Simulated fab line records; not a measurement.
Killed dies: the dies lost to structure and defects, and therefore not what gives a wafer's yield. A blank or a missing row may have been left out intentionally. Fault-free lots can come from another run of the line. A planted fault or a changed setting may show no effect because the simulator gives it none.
Chamber matching -- flow nand_harc -- 4 sister chambers for NHARC_A_WL_FILL_ALD_00 on ald_hk-01
The step deposits Al2O3, target thk 3 nm, pulse time 3 s, ald cycles 30. 16 wafers are shown with their chamber, then 8 later ones without.

WAFERS, EACH WITH ITS CHAMBER
wafer,chamber,heater_power_w (W),precursor_pulse_height_rel
L853.1,1,559,1.015
L853.3,0,477,0.989
L853.5,0,483,0.999
L857.1,2,573,1.008
L857.2,3,451,1.004
L857.3,1,589,1.032
L858.1,2,572,1.006
L858.4,1,582,1.011
L858.6,3,462,1.002
L861.2,1,572,0.998
L861.3,0,475,1.001
L861.6,3,454,0.976
L863.1,3,450,0.967
L863.2,2,567,1.008
L863.4,1,573,0.986
L870.2,2,570,1.000

SIGNATURES, as means of the wafers listed above
reading,chamber 0,chamber 1,chamber 2,chamber 3,scatter within a chamber
heater_power_w,478.33,575.00,570.50,454.25,7.41
precursor_pulse_height_rel,0.99633,1.00840,1.00550,0.98725,0.0141
Rule: for each reading, subtract the chamber's mean from the wafer's reading, divide by that reading's scatter and square the result; add these up over the readings and take the root, which gives the wafer's distance from the chamber. The wafer belongs to the nearest chamber; if the next one is less than 2 further off, it can't be placed. How the scatter is found: for the shown wafers, subtract from each reading the mean of its chamber, square and add these, divide the total by (wafers less chambers), then take the root.

WAFERS WITH NO CHAMBER GIVEN
wafer,heater_power_w (W),precursor_pulse_height_rel
L870.5,594,0.992
L870.6,470,0.997
L874.1,447,1.007
L874.2,577,0.969
L874.3,570,1.005
L875.3,572,0.996
L875.4,575,0.976
L875.6,580,0.993

CHAMBER TAKEN BY EACH
wafer,from the rows above,in truth
L870.5,can't be placed: 1 or 2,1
L870.6,can't be placed: 0 or 3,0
L874.1,3,3
L874.2,can't be placed: 2 or 1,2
L874.3,can't be placed: 2 or 1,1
L875.3,can't be placed: 2 or 1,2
L875.4,can't be placed: 2 or 1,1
L875.6,can't be placed: 1 or 2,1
Correct placement for 1 of the 8. Can't be placed from these rows: 7 (the true chamber is among the candidates in 7). 0 placed wrongly.
